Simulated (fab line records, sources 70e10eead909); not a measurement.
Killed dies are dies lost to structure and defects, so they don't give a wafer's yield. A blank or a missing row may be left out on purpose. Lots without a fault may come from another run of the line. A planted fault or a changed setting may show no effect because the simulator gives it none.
Chamber matching | flow nand_harc | NHARC_A_CHANNEL_HOLE_D2_ETCH_38 on rie_diel-05: 4 sister chambers
The step etches the open film in CF4, target depth 39 nm, time 65 s. 42 wafers are shown with their chamber, then 12 later ones without.

WAFERS WITH THEIR CHAMBER
wafer  | chamber | showerhead_plenum_p_Torr (Torr) | drypump_motor_current_A (A) | rf_vpp_V (V)
L075.2 | 1       | 1.76                            | 5.6                         | 150.0
L075.3 | 2       | 1.80                            | 6.2                         | 153.2
L075.4 | 0       | 1.66                            | 5.4                         | 149.1
L076.1 | 3       | 1.69                            | 6.0                         | 150.3
L076.2 | 1       | 1.76                            | 5.6                         | 151.9
L076.5 | 0       | 1.66                            | 5.4                         | 151.0
L077.1 | 3       | 1.69                            | 5.9                         | 150.1
L077.2 | 0       | 1.66                            | 5.3                         | 149.2
L077.3 | 1       | 1.76                            | 5.6                         | 150.7
L077.4 | 2       | 1.80                            | 6.2                         | 151.4
L077.5 | 1       | 1.76                            | 5.6                         | 151.0
L077.6 | 0       | 1.66                            | 5.4                         | 149.0
L078.1 | 2       | 1.80                            | 6.2                         | 152.5
L078.4 | 3       | 1.69                            | 6.0                         | 150.0
L078.5 | 3       | 1.69                            | 5.9                         | 150.4
L078.2 | 0       | 1.66                            | 5.3                         | 150.1
L078.3 | 1       | 1.76                            | 5.6                         | 151.1
L078.6 | 2       | 1.80                            | 6.2                         | 151.2
L079.1 | 3       | 1.69                            | 6.0                         | 149.8
L079.2 | 2       | 1.80                            | 6.2                         | 151.2
L079.5 | 1       | 1.76                            | 5.6                         | 151.3
L080.3 | 2       | 1.79                            | 6.2                         | 151.3
L080.5 | 0       | 1.66                            | 5.3                         | 150.1
L080.6 | 3       | 1.69                            | 6.0                         | 150.8
L085.3 | 3       | 1.69                            | 6.0                         | 150.3
L085.5 | 2       | 1.79                            | 6.2                         | 152.3
L085.6 | 1       | 1.76                            | 5.6                         | 150.3
L086.2 | 0       | 1.66                            | 5.4                         | 150.7
L086.3 | 1       | 1.76                            | 5.6                         | 150.6
L086.6 | 0       | 1.66                            | 5.3                         | 150.5
L087.1 | 2       | 1.79                            | 6.2                         | 151.8
L087.5 | 2       | 1.79                            | 6.2                         | 150.7
L087.6 | 1       | 1.76                            | 5.6                         | 151.1
L089.1 | 3       | 1.69                            | 6.0                         | 150.2
L089.3 | 2       | 1.79                            | 6.2                         | 150.7
L089.4 | 3       | 1.69                            | 6.0                         | 150.4
L090.1 | 3       | 1.69                            | 6.0                         | 150.3
L090.2 | 2       | 1.79                            | 6.2                         | 149.3
L090.3 | 0       | 1.66                            | 5.3                         | 149.7
L090.4 | 1       | 1.76                            | 5.6                         | 151.6
L090.5 | 2       | 1.79                            | 6.2                         | 150.2
L090.6 | 3       | 1.69                            | 6.0                         | 151.4

SIGNATURES (means of the wafers above)
reading                  | chamber 0 | chamber 1 | chamber 2 | chamber 3 | scatter within a chamber
showerhead_plenum_p_Torr | 1.6600    | 1.7600    | 1.7942    | 1.6900    | 0.00277
drypump_motor_current_A  | 5.344     | 5.600     | 6.200     | 5.982     | 0.0319
rf_vpp_V                 | 149.933   | 150.960   | 151.317   | 150.364   | 0.749
Rule: a wafer's distance from a chamber is the root of the sum, over the readings, of the square of ((its reading less the chamber's mean) divided by the reading's scatter). The wafer belongs to the nearest chamber; if the next one is less than 2 further off, it can't be placed. The scatter: the root of (the sum of the squares of (reading less its chamber's mean) over the shown wafers, divided by (wafers less chambers)).

WAFERS WITHOUT THEIR CHAMBER
wafer  | showerhead_plenum_p_Torr (Torr) | drypump_motor_current_A (A) | rf_vpp_V (V)
L091.1 | 1.66                            | 5.4                         | 149.3
L091.2 | 1.69                            | 5.9                         | 149.3
L091.3 | 1.76                            | 5.6                         | 152.2
L091.4 | 1.79                            | 6.2                         | 152.4
L091.5 | 1.66                            | 5.4                         | 147.5
L091.6 | 1.76                            | 5.6                         | 149.8
L092.1 | 1.76                            | 5.6                         | 151.8
L092.5 | 1.66                            | 5.4                         | 150.0
L092.6 | 1.76                            | 5.6                         | 151.2
L097.2 | 1.79                            | 6.2                         | 152.8
L097.4 | 1.69                            | 6.0                         | 150.0
L097.5 | 1.76                            | 5.6                         | 150.6

WHICH CHAMBER EACH WENT THROUGH
wafer  | from the rows above | in truth
L091.1 | 0                   | 0
L091.2 | 3                   | 3
L091.3 | 1                   | 1
L091.4 | 2                   | 2
L091.5 | 0                   | 0
L091.6 | 1                   | 1
L092.1 | 1                   | 1
L092.5 | 0                   | 0
L092.6 | 1                   | 1
L097.2 | 2                   | 2
L097.4 | 3                   | 3
L097.5 | 1                   | 1
Placed correctly: 12 of 12. Can't be placed from these rows: 0. Placed wrongly: 0.
